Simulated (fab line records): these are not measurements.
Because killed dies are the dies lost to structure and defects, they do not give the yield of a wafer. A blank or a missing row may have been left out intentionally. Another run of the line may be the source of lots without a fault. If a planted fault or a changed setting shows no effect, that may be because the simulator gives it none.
fab line records	flow n5Finfet
[record] lots = 11	wafers = 27	lastDay = 21
route steps=1938 shown BEOL_M9@1422
lots with no fault: from the same line, run without faults
startH: hours from the record's first day to the start of the lot's first wafer shown	waitH: time in hours since the lot's previous step	" same as the row above	L1.1+2: a row that stands for several wafers	- no value, or no start was given	* or withheld: withheld	< > ~ a bound
route shown NAME@n: names a module that has steps shown in the file, with the first one's number in the route	usual: mean/standard deviation of fault-free wafers	same: alike in all rows	chamber/n: place in a boat	sites: each site's reading	_std_site: the standard deviation of these	_edge_site: inner sites' mean taken away from outer sites' mean	radiusMm: for every site, how far away it sits from the centre of the wafer	mask NAME#n: copy n	behind: the last tool/chamber to shape the wafer	hold: reason for holding the lot/hours on hold/outcome of the hold	device: the n, p or np transistor that did not switch	end of line: tests of these same wafers at the route's end	a step with no rows: only its recipe	killed: the dies lost at the first sort to structure and to defects; this is not the yield of the wafer	map: the dies of a wafer, with x for killed, . for not killed, _ for no die there
set.NAME: the setting the step ran with; set.NAME@STEP: the setting that earlier step ran with	model.NAME: the simulator's own value behind a step, which no gauge read
route steps across a sampled set of lots; one table per step, one row per wafer
services: when a tool's chamber went out of use (startH, in hours from the record's first day, below 0 if earlier), for how many hours, and the reason
[[steps]]
[step N5_BEOL_M9_HM_OPEN_17]
[recipe] chemistry = Cl2/BCl3	targetDepthA = 200	overetchA = 60	target = TiN	maskMaterial = SOC	ionEnergyEv = 150	pressureMtorr = 10	icpW = 1000	biasW = 126	Cl2_flow_sccm = 53.25	bcl3FlowSccm = 21.75	Ar_flow_sccm = 25
[usual] drypumpMotorCurrentA = 6.1/0.42	oesProductAu = 0.65/0.066	throttleValvePct = 21.9/0.32
lot.wafer	tool	chamber	startH	waitH	drypumpMotorCurrentA	oesProductAu	rfHoursCounterH	throttleValvePct
L530.2	rieMetal-01	0	313.05	0.0	6.4	0.66	43	21.5
L530.5	"	0	"	"	6.4	0.66	-	21.5
L530.6	"	1	"	"	6.3	0.59	-	22.1
L529.1	rieMetal-01	1	319.47	0.0	6.3	0.58	92	22.1
L529.4	"	0	"	"	6.4	0.65	-	21.5
L529.5	"	1	"	"	6.3	0.58	-	22.1
L535.1	rieMetal-01	0	338.26	0.1	6.4	0.64	45	21.5
L535.2	"	1	"	"	6.3	0.58	94	22.1
L535.6	"	1	"	"	6.3	0.58	-	22.1
L534.4	rieMetal-01	1	347.75	0.1	6.3	0.57	-	22.1
L534.5	"	0	"	"	6.4	0.64	-	21.5
L537.1	rieMetal-03	0	348.17	0.0	5.7	0.66	44	22.1
L537.2	"	1	"	"	6.6	0.78	6	21.7
L537.5	"	0	"	"	5.7	0.66	-	22.1
L539.3	rieMetal-02	0	355.00	0.1	5.4	0.62	-	22.1
L539.6	"	0	"	"	5.4	0.63	-	22.1
L545.4	rieMetal-01	1	386.81	0.1	6.3	0.57	-	22.1
L545.6	"	0	"	"	6.4	0.65	-	21.5
L542.5	rieMetal-02	1	396.44	0.1	5.5	0.78	-	22.6
L542.6	"	0	"	"	5.4	0.62	-	22.1
L544.2	rieMetal-03	1	399.91	0.0	6.5	0.75	10	21.7
L544.6	"	1	"	"	6.5	0.76	-	21.7
L549.3	rieMetal-01	0	430.84	0.1	6.4	0.64	-	21.5
L549.6	"	0	"	"	6.4	0.63	-	21.5
L550.1	rieMetal-03	1	433.08	0.0	6.5	0.76	12	21.7
L550.5	"	1	"	"	6.5	0.76	-	21.7
L550.6	"	0	"	"	5.7	0.65	-	22.1
[step N5_BEOL_M9_EXPOSE_25]
[recipe] maskId = V8	na = 0.33	sourceShape = annular	sigmaInner = 0.4	sigmaOuter = 0.8	polarization = unpolarized	doseMj = 37.25
[usual] reticleTempC = 23.00/0.1	stageMsdNm = 0.839/0.026
lot.wafer	tool	chamber	startH	waitH	mask	reticleTempC	stageMsdNm
L530.2	euvScanner-02	0	313.87	-	V8#0	22.81	0.870
L530.5	"	0	"	"	V8#0	23.06	0.864
L530.6	"	0	"	"	V8#0	23.03	0.869
L529.1	euvScanner-02	0	320.86	-	V8#0	22.88	0.866
L529.4	"	0	"	"	V8#0	23.10	0.870
L529.5	"	0	"	"	V8#0	23.03	0.869
L535.1	euvScanner-01	0	338.89	-	V8#0	23.02	0.823
L535.2	"	0	"	"	V8#0	22.89	0.820
L535.6	"	0	"	"	V8#0	22.81	0.820
L534.4	euvScanner-02	0	348.36	-	V8#0	22.90	0.860
L534.5	"	0	"	"	V8#0	23.06	0.863
L537.1	euvScanner-01	0	349.60	-	V8#0	22.90	0.818
L537.2	"	0	"	"	V8#0	22.83	0.820
L537.5	"	0	"	"	V8#0	22.86	0.817
L539.3	euvScanner-01	0	357.92	-	V8#0	22.99	0.819
L539.6	"	0	"	"	V8#0	22.98	0.819
L545.4	euvScanner-01	0	387.45	-	V8#0	22.84	0.814
L545.6	"	0	"	"	V8#0	22.94	0.817
L542.5	euvScanner-01	0	396.84	-	V8#0	22.99	0.816
L542.6	"	0	"	"	V8#0	22.96	0.812
L544.2	euvScanner-01	0	400.61	-	V8#0	23.07	0.810
L544.6	"	0	"	"	V8#0	23.01	0.814
L549.3	euvScanner-01	0	431.27	-	V8#0	22.96	0.804
L549.6	"	0	"	"	V8#0	23.00	0.803
L550.1	euvScanner-02	0	433.55	-	V8#0	23.02	0.865
L550.5	"	0	"	"	V8#0	23.14	0.866
L550.6	"	0	"	"	V8#0	22.95	0.866
[step N5_BEOL_M9_OVL_MEAS_29]
[recipe] pointsPerWafer = 522
[usual] V8_OVL = -0.1/0.79
lot.wafer	tool	chamber	startH	waitH	V8_OVL[nm]
L530.2	overlay-02	0	314.03	0.0	0.4
L530.5	"	0	"	"	0.5
L530.6	"	0	"	"	0.1
L529.1	overlay-01	0	321.01	0.0	-0.4
L529.4	"	0	"	"	0.2
L529.5	"	0	"	"	-0.7
L535.1	overlay-02	0	339.05	0.0	0.1
L535.2	"	0	"	"	0.0
L535.6	"	0	"	"	-0.4
L534.4	overlay-01	0	348.52	0.0	-0.7
L534.5	"	0	"	"	-0.5
L537.1	overlay-01	0	349.76	0.0	0.9
L537.2	"	0	"	"	-0.2
L537.5	"	0	"	"	0.5
L539.3	overlay-02	0	358.08	0.0	-0.8
L539.6	"	0	"	"	-0.9
L545.4	overlay-02	0	387.60	0.0	-1.0
L545.6	"	0	"	"	-1.3
L542.5	overlay-02	0	396.99	0.0	-0.1
L542.6	"	0	"	"	0.2
L544.2	overlay-02	0	400.77	0.0	-0.6
L544.6	"	0	"	"	0.1
L549.3	overlay-02	0	431.43	0.0	5.7
L549.6	"	0	"	"	5.1
L550.1	overlay-02	0	433.71	0.0	0.5
L550.5	"	0	"	"	0.0
L550.6	"	0	"	"	-0.1
[step N5_BEOL_M9_DESCUM_33]
[recipe] chemistry = O2	timeS = 7	sourcePowerW = 50	biasPowerW = 20	pressureMtorr = 20	rfFrequencyHz = 2.712e+07	tempC = 40	resist = CAR-EUV	o2FlowSccm = 225
[usual] biasPowerW = 20.00/0.059	drypumpMotorCurrentA = 5.6/0.38	oesProductAu = 0.78/0.086	rfVppV = 243.2/1.5	showerheadPlenumPTorr = 2.09/0.082	throttleValvePct = 20.4/0.35
lot.wafer	tool	chamber	startH	waitH	biasPowerW	drypumpMotorCurrentA	oesProductAu	rfHoursCounterH	rfVppV	showerheadPlenumPTorr	throttleValvePct
L530.2	rieDiel-02	0	314.11	0.0	20.07	5.8	0.79	112	243.1	2.00	20.4
L530.5	"	3	"	"	19.92	5.4	0.78	-	245.4	2.22	20.2
L530.6	"	0	"	"	19.99	5.8	0.79	-	243.1	2.00	20.4
L529.1	rieDiel-06	3	321.11	0.0	20.03	5.4	0.89	34	244.1	2.19	20.4
L529.4	"	1	"	"	19.98	5.6	0.75	176	240.1	2.01	21.0
L529.5	"	3	"	"	20.05	5.4	0.89	-	244.4	2.19	20.4
L535.1	rieDiel-02	2	339.14	0.0	20.10	5.8	0.67	233	240.9	1.98	20.7
L535.2	"	1	"	"	20.01	4.8	0.74	195	241.5	2.11	20.9
L535.6	"	3	"	"	19.99	5.4	0.79	-	245.4	2.22	20.2
L534.4	rieDiel-03	3	348.60	0.0	20.01	6.4	0.70	182	242.2	2.09	20.4
L534.5	"	3	"	"	20.14	6.5	0.70	-	242.8	2.09	20.4
L537.1	rieDiel-03	1	350.07	0.3	19.89	5.9	0.93	17	243.0	2.13	20.0
L537.2	"	2	"	"	19.95	6.0	0.67	246	241.7	1.97	20.2
L537.5	"	1	"	"	20.00	5.9	0.93	-	243.6	2.13	20.0
L539.3	rieDiel-06	3	358.18	0.1	19.98	5.3	0.86	47	246.0	2.19	20.5
L539.6	"	2	"	"	19.88	5.8	0.67	-	243.9	2.13	20.0
L545.4	rieDiel-06	0	387.73	0.1	20.00	5.7	0.87	71	242.1	2.05	20.2
L545.6	"	2	"	"	19.93	5.8	0.68	-	243.3	2.13	20.0
L542.5	rieDiel-06	0	397.41	0.4	20.01	5.7	0.86	-	242.1	2.05	20.2
L542.6	"	3	"	"	20.01	5.4	0.85	-	243.7	2.18	20.5
L544.2	rieDiel-06	1	400.86	0.0	19.98	5.7	0.73	203	242.2	2.00	21.1
L544.6	"	3	"	"	19.91	5.4	0.85	-	245.2	2.18	20.5
L549.3	rieDiel-03	2	431.61	0.1	19.95	6.0	0.93	14	245.8	2.23	19.8
L549.6	"	0	"	"	20.02	5.3	0.83	-	243.9	2.02	20.4
L550.1	rieDiel-02	1	433.92	0.1	19.98	4.8	0.71	222	242.4	2.10	21.0
L550.5	"	2	"	"	20.02	5.8	0.93	-	245.6	2.23	20.5
L550.6	"	3	"	"	19.98	5.4	0.74	-	244.0	2.20	20.2
[step N5_BEOL_M9_ETCH_66]
[recipe] chemistry = N2/H2	target = SOC	targetDepthA = 800	overetchA = 160	maskMaterial = SiARC	tempC = 40	timeS = 120	ionEnergyEv = 200	pressureMtorr = 30	sourceW = 840	biasW = 150	n2FlowSccm = 200	h2FlowSccm = 200
[usual] drypumpMotorCurrentA = 5.6/0.38	oesProductAu = 0.60/0.064	rfVppV = 524.0/2.9	showerheadPlenumPTorr = 2.54/0.11	throttleValvePct = 17.76/0.3
lot.wafer	tool	chamber	startH	waitH	drypumpMotorCurrentA	oesProductAu	rfHoursCounterH	rfVppV	showerheadPlenumPTorr	throttleValvePct
L530.2	rieDiel-02	0	314.19	0.0	5.8	0.60	112	522.1	2.43	17.69
L530.5	"	3	"	"	5.4	0.62	-	527.7	2.67	17.54
L530.6	"	0	"	"	5.8	0.60	-	522.6	2.43	17.69
L529.1	rieDiel-06	3	321.19	0.0	5.4	0.69	34	528.4	2.71	18.10
L529.4	"	1	"	"	5.6	0.56	176	521.1	2.40	18.09
L529.5	"	3	"	"	5.4	0.69	-	529.9	2.71	18.11
L535.1	rieDiel-02	2	339.22	0.0	5.8	0.52	233	520.6	2.42	18.23
L535.2	"	1	"	"	4.9	0.56	195	523.7	2.52	18.12
L535.6	"	3	"	"	5.4	0.61	-	526.4	2.67	17.56
L534.4	rieDiel-03	3	348.68	0.0	6.5	0.55	182	523.6	2.52	17.70
L534.5	"	3	"	"	6.5	0.55	-	523.2	2.52	17.69
L537.1	rieDiel-03	1	350.15	0.0	5.9	0.72	17	525.2	2.60	17.44
L537.2	"	2	"	"	6.0	0.52	246	521.7	2.40	17.67
L537.5	"	1	"	"	5.9	0.72	-	524.6	2.60	17.44
L539.3	rieDiel-06	3	358.26	0.0	5.4	0.67	47	529.6	2.71	18.14
L539.6	"	2	"	"	5.8	0.53	-	525.8	2.62	17.50
L545.4	rieDiel-06	0	387.80	0.0	5.7	0.65	71	521.2	2.46	17.35
L545.6	"	2	"	"	5.8	0.53	-	526.4	2.61	17.52
L542.5	rieDiel-06	0	397.51	0.0	5.7	0.65	-	522.2	2.46	17.33
L542.6	"	3	"	"	5.4	0.66	-	528.6	2.70	18.16
L544.2	rieDiel-06	1	400.94	0.0	5.6	0.56	203	520.5	2.39	18.14
L544.6	"	3	"	"	5.4	0.66	-	528.0	2.70	18.16
L549.3	rieDiel-03	2	431.69	0.0	6.0	0.70	14	528.1	2.71	17.23
L549.6	"	0	"	"	5.2	0.61	-	522.5	2.46	17.73
L550.1	rieDiel-02	1	434.00	0.0	4.8	0.55	222	523.8	2.50	18.16
L550.5	"	2	"	"	5.9	0.73	-	527.2	2.73	17.94
L550.6	"	3	"	"	5.4	0.59	-	527.5	2.65	17.62
[[services]]
tool	chamber	startH	hours	kind
euvScanner-01	0	298.17	-	calibration
euvScanner-01	-	310.74	4.6	pm
rieMetal-03	-	319.65	10.0	pm
euvScanner-02	-	325.78	1.0	pm
euvScanner-01	-	331.10	1.0	pm
rieMetal-03	0	331.83	12.2	repair
rieMetal-02	1	336.31	18.0	repair
rieDiel-06	2	340.34	7.7	repair
euvScanner-01	-	351.48	0.7	repair
rieDiel-02	1	357.58	23.7	repair
rieDiel-02	-	358.10	0.8	repair
rieMetal-01	-	373.24	0.2	repair
rieMetal-03	-	375.18	14.6	pm
euvScanner-02	-	381.52	6.2	pm
rieDiel-02	2	383.25	-	clean
rieDiel-02	2	383.25	-	consumableReplace:focusRing
rieDiel-02	2	383.25	-	consumableReplace:showerhead
rieDiel-02	2	383.25	17.0	scheduledDown
rieDiel-02	2	383.25	17.0	ventCycle
euvScanner-02	-	387.77	1.0	pm
euvScanner-01	-	388.79	1.0	pm
rieMetal-01	1	412.03	-	clean
rieMetal-01	1	412.03	22.8	scheduledDown
euvScanner-02	-	433.95	2.5	repair
[[key]]
[firstSign] step = N5_BEOL_M9_OVL_MEAS_29	reading = V8_OVL	direction = up	sigmas = 7	usual = -0.1	struck = 5.4
effect none on later readings
metAt N5_BEOL_M9_EXPOSE_25
struckLots L549
notActingAt N5_BEOL_M9_HM_OPEN_17,N5_BEOL_M9_DESCUM_33,N5_BEOL_M9_ETCH_66
onsetBetween 400.61 431.27
[fault] kind = scannerMatchingOverlay	tool = euvScanner-01	chamber = -	onsetH = 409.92	steps = N5_BEOL_M9_EXPOSE_25	offset = 5.7981
